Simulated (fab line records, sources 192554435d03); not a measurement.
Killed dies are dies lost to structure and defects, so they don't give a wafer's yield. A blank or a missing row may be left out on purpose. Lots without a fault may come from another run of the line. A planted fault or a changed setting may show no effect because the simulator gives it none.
Split-lot experiment | flow n5_finfet | 7 lots, 39 wafers read, on a route of 1938 steps

THE SPLIT
At N5_HKMG_FIN_ETCH_35 (etches SOC in N2/H2, target depth 215.8 nm, time 243.4 s), the setting bias_w was moved away from the recipe's 5 W on 15 of the 39 wafers read, by -17.0% to +16.6%. The other wafers ran this setting at the recipe's value.

The reading is taken at the split's own step.

THE READING
rf_vpp_V, in V, at N5_HKMG_FIN_ETCH_35 (etches SOC in N2/H2, target depth 215.8 nm, time 243.4 s). Fault-free wafers of this fab line usually give 141.9 V, standard deviation 1.1 V.

wafer  | tool, chamber at the split | bias_w as run, W | against the recipe | rf_vpp_V, V | against lot-mates on the recipe
L079.1 | rie_diel-03, 1             | 5                | recipe             | 141.8       | -
L079.2 | rie_diel-03, 3             | 5                | recipe             | 139.4       | -
L079.5 | rie_diel-03, 3             | 5                | recipe             | 141.9       | -
L081.1 | rie_diel-03, 1             | 5.293            | +5.9%              | 147.2       | +5.8
L081.2 | rie_diel-03, 3             | 5                | recipe             | 140.9       | -
L081.3 | rie_diel-03, 0             | 5                | recipe             | 142.1       | -
L081.4 | rie_diel-03, 2             | 5.293            | +5.9%              | 146.4       | +5.0
L081.5 | rie_diel-03, 2             | 5.293            | +5.9%              | 145.6       | +4.2
L081.6 | rie_diel-03, 1             | 5                | recipe             | 141.1       | -
L087.1 | rie_diel-06, 2             | 4.148            | -17.0%             | 127.2       | -15.2
L087.2 | rie_diel-06, 3             | 5                | recipe             | 142.2       | -
L087.3 | rie_diel-06, 0             | 4.148            | -17.0%             | 124.8       | -17.6
L087.4 | rie_diel-06, 1             | 5                | recipe             | 143.1       | -
L087.5 | rie_diel-06, 0             | 5                | recipe             | 141.9       | -
L087.6 | rie_diel-06, 3             | 4.148            | -17.0%             | 127.1       | -15.3
L088.1 | rie_diel-03, 1             | 5                | recipe             | 141.7       | -
L088.2 | rie_diel-03, 0             | 5.829            | +16.6%             | 158.3       | +17.2
L088.3 | rie_diel-03, 3             | 5                | recipe             | 139.4       | -
L088.4 | rie_diel-03, 2             | 5.829            | +16.6%             | 155.9       | +14.8
L088.5 | rie_diel-03, 0             | 5.829            | +16.6%             | 157.0       | +15.9
L088.6 | rie_diel-03, 1             | 5                | recipe             | 142.3       | -
L089.1 | rie_diel-04, 1             | 5                | recipe             | 141.1       | -
L089.2 | rie_diel-04, 2             | 5                | recipe             | 141.5       | -
L089.3 | rie_diel-04, 0             | 5                | recipe             | 141.6       | -
L089.4 | rie_diel-04, 1             | 5                | recipe             | 140.1       | -
L089.5 | rie_diel-04, 0             | 5                | recipe             | 141.4       | -
L089.6 | rie_diel-04, 2             | 5                | recipe             | 142.5       | -
L091.1 | rie_diel-06, 3             | 5                | recipe             | 143.9       | -
L091.2 | rie_diel-06, 1             | 4.468            | -10.6%             | 133.5       | -9.6
L091.3 | rie_diel-06, 0             | 5                | recipe             | 142.9       | -
L091.4 | rie_diel-06, 2             | 4.468            | -10.6%             | 131.5       | -11.6
L091.5 | rie_diel-06, 1             | 5                | recipe             | 142.5       | -
L091.6 | rie_diel-06, 0             | 4.468            | -10.6%             | 131.3       | -11.8
L094.1 | rie_diel-04, 3             | 5.528            | +10.6%             | 151.2       | +10.5
L094.2 | rie_diel-04, 1             | 5.528            | +10.6%             | 149.7       | +9.0
L094.3 | rie_diel-04, 0             | 5                | recipe             | 139.5       | -
L094.4 | rie_diel-04, 2             | 5                | recipe             | 141.6       | -
L094.5 | rie_diel-04, 2             | 5.528            | +10.6%             | 151.1       | +10.4
L094.6 | rie_diel-04, 3             | 5                | recipe             | 140.9       | -

THE FIT
A straight line over all 39 wafers: rf_vpp_V changes by +0.899 V for each +1% of bias_w; r = +0.99; the points scatter about the line by 1.1 V.
The same after taking each lot's own level away (the mean of its wafers on the recipe; 39 wafers): +0.958 V for each +1%; r = +0.99; scatter 0.93 V.
On that fit, the largest move of bias_w shifts the reading by 16 V.
The lots' own levels span 140.67 to 143.10 V, that is 2.2 times the standard deviation above.
So the lot-to-lot level changes the slope little: the two slopes agree.
Check: with one of the wafers moved furthest among these (-17.0%) left out of the fit, the line predicts -16.6 V for it against its lot-mates. It came out at -15.2 V against them.
Tool readings at the split's step, against how far the setting was moved: rf_vpp_V r = +0.99.

THE WHOLE CHAIN: every reading that the file lists as answering this split, in the file's order
step                 | what it does                                             | reading                                                                         | change (the file's fit)               | r (the file's)
N5_HKMG_FIN_ETCH_35  | etches SOC in N2/H2, target depth 215.8 nm, time 243.4 s | rf_vpp_V                                                                        | +0.957 V for each +1% of the setting  | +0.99
N5_HKMG_FIN_ETCH_35  | etches SOC in N2/H2, target depth 215.8 nm, time 243.4 s | etch.depth_nm (the simulator's own value, which no gauge read)                  | +0.867 nm for each +1% of the setting | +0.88
N5_HKMG_FIN_ETCH_35  | etches SOC in N2/H2, target depth 215.8 nm, time 243.4 s | SOC_of_HKMG_FIN_COAT_29.thk_nm (the simulator's own value, which no gauge read) | -0.852 nm for each +1% of the setting | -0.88
N5_HKMG_FIN_ETCH_35  | etches SOC in N2/H2, target depth 215.8 nm, time 243.4 s | HKMG_FIN.feature_depth_nm (the simulator's own value, which no gauge read)      | +0.867 nm for each +1% of the setting | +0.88
N5_HKMG_FIN_STRIP_92 | strips SOC in N2/H2, time 20 s                           | SOC_of_HKMG_FIN_COAT_29.thk_nm (the simulator's own value, which no gauge read) | -0.844 nm for each +1% of the setting | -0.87

THE FILE'S OWN FIT
rf_vpp_V changes by +0.957 V for each +1% of bias_w, r = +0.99.
